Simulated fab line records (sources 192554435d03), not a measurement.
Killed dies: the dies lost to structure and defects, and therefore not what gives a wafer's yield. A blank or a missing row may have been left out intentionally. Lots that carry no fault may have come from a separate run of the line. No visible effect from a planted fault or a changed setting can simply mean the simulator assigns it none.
Check for tools in common :: flow n5-finfet :: Sampled: 8 lots, 24 wafers

== THE REASON FOR OPENING IT ==
On 2 of the 8 lots, a flag is raised at N5_BEOL_M2_OCD_MEAS_38 on the reading trench-depth-nm. Wafers without a fault read 55.5 nm, standard deviation 0.67.
Rule: a lot gets a flag if all its wafers with a number sit over 4 standard deviations from that mean, or if no wafer of it has a number. The rest of the lots are taken to be sound.

lot: L236
measured: day 10 14:33
on: ocd-02
trench-depth-nm (nm), wafer by wafer: 55.8 56.0 54.4
flag: 

lot: L238
measured: day 11 06:00
on: ocd-02
trench-depth-nm (nm), wafer by wafer: 56.2 55.5 55.9
flag: 

lot: L242
measured: day 12 04:44
on: ocd-01
trench-depth-nm (nm), wafer by wafer: 55.2 54.4 54.7
flag: 

lot: L245
measured: day 12 23:02
on: ocd-01
trench-depth-nm (nm), wafer by wafer: 74.0 74.3 73.5
flag: FLAGGED

lot: L231
measured: day 13 08:53
on: ocd-02
trench-depth-nm (nm), wafer by wafer: 54.6 55.5 55.6
flag: 

lot: L249
measured: day 13 13:30
on: ocd-01
trench-depth-nm (nm), wafer by wafer: 55.4 55.6 54.7
flag: 

lot: L248
measured: day 13 17:47
on: ocd-02
trench-depth-nm (nm), wafer by wafer: 56.9 56.9 56.7
flag: 

lot: L246
measured: day 13 17:49
on: ocd-01
trench-depth-nm (nm), wafer by wafer: 73.3 74.1 72.8
flag: FLAGGED
The numbers of the flagged lots are 73.7 nm on average: +18.2 nm against the usual, or +27 standard deviations.

== WHICH TOOL EACH LOT WENT THROUGH ==
The record keeps 1 process step preceding the reading, out of 1938 steps on the route. Read each cell as the tool, then ch plus the chambers that the sampled wafers visited, then the start.
lot: L236
flag: 
N5_BEOL_M2_TRENCH_ETCH_37: rie-diel-05 ch 0,3, day 10 14:23

lot: L238
flag: 
N5_BEOL_M2_TRENCH_ETCH_37: rie-diel-05 ch 1,2, day 11 05:51

lot: L242
flag: 
N5_BEOL_M2_TRENCH_ETCH_37: rie-diel-04 ch 1,2, day 12 04:35

lot: L245
flag: FLAGGED
N5_BEOL_M2_TRENCH_ETCH_37: rie-diel-05 ch 0,1, day 12 22:53

lot: L231
flag: 
N5_BEOL_M2_TRENCH_ETCH_37: rie-diel-02 ch 0,1,2, day 13 08:44

lot: L249
flag: 
N5_BEOL_M2_TRENCH_ETCH_37: rie-diel-02 ch 2,3, day 13 13:21

lot: L248
flag: 
N5_BEOL_M2_TRENCH_ETCH_37: rie-diel-04 ch 0,3, day 13 17:38

lot: L246
flag: FLAGGED
N5_BEOL_M2_TRENCH_ETCH_37: rie-diel-05 ch 0,2, day 13 17:40
What these steps do:
- N5_BEOL_M2_TRENCH_ETCH_37: etches SiOC in C4F6/O2, target depth 55.555 nm, time 29.2 s.
- N5_BEOL_M2_OCD_MEAS_38

== FLAGGED AGAINST TOTAL, ONE TOOL AT A TIME (gauges that did the reading follow at the end) ==
step: N5_BEOL_M2_TRENCH_ETCH_37
tool: rie-diel-02
lots run: 2
flagged: 0
share of the flagged lots: none
sound lots run after its first flagged lot: -

step: N5_BEOL_M2_TRENCH_ETCH_37
tool: rie-diel-04
lots run: 2
flagged: 0
share of the flagged lots: none
sound lots run after its first flagged lot: -

step: N5_BEOL_M2_TRENCH_ETCH_37
tool: rie-diel-05
lots run: 4
flagged: 2
share of the flagged lots: all
sound lots run after its first flagged lot: 0

step: N5_BEOL_M2_OCD_MEAS_38
tool: ocd-01
lots run: 4
flagged: 2
share of the flagged lots: all
sound lots run after its first flagged lot: 1 (L249)

step: N5_BEOL_M2_OCD_MEAS_38
tool: ocd-02
lots run: 4
flagged: 0
share of the flagged lots: none
sound lots run after its first flagged lot: -

== WHAT THE TABLE ALLOWS ==
Table rows that saw every flagged lot: 2, namely rie-diel-05 at N5_BEOL_M2_TRENCH_ETCH_37 and ocd-01 at N5_BEOL_M2_OCD_MEAS_38.
- rie-diel-05 at N5_BEOL_M2_TRENCH_ETCH_37 ran 4 lots, 2 of them flagged. Last sound lot L238 at day 11 05:51, first flagged lot L245 at day 12 22:53; a fault beginning in between fits.
- ocd-01 at N5_BEOL_M2_OCD_MEAS_38 ran 4 lots, 2 of them flagged. Lots that were sound ran on it after the first flagged one (L249); a persistent fault on the entire tool would not allow that.
What remains is a single tool, rie-diel-05 at N5_BEOL_M2_TRENCH_ETCH_37.

== WHAT THE SIMULATOR HAD PUT IN ==
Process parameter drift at N5_BEOL_M2_TRENCH_ETCH_37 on rie-diel-05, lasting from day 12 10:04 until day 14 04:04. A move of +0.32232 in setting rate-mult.
Struck lots among those shown: L245, L246. The rule given above showed the same thing.
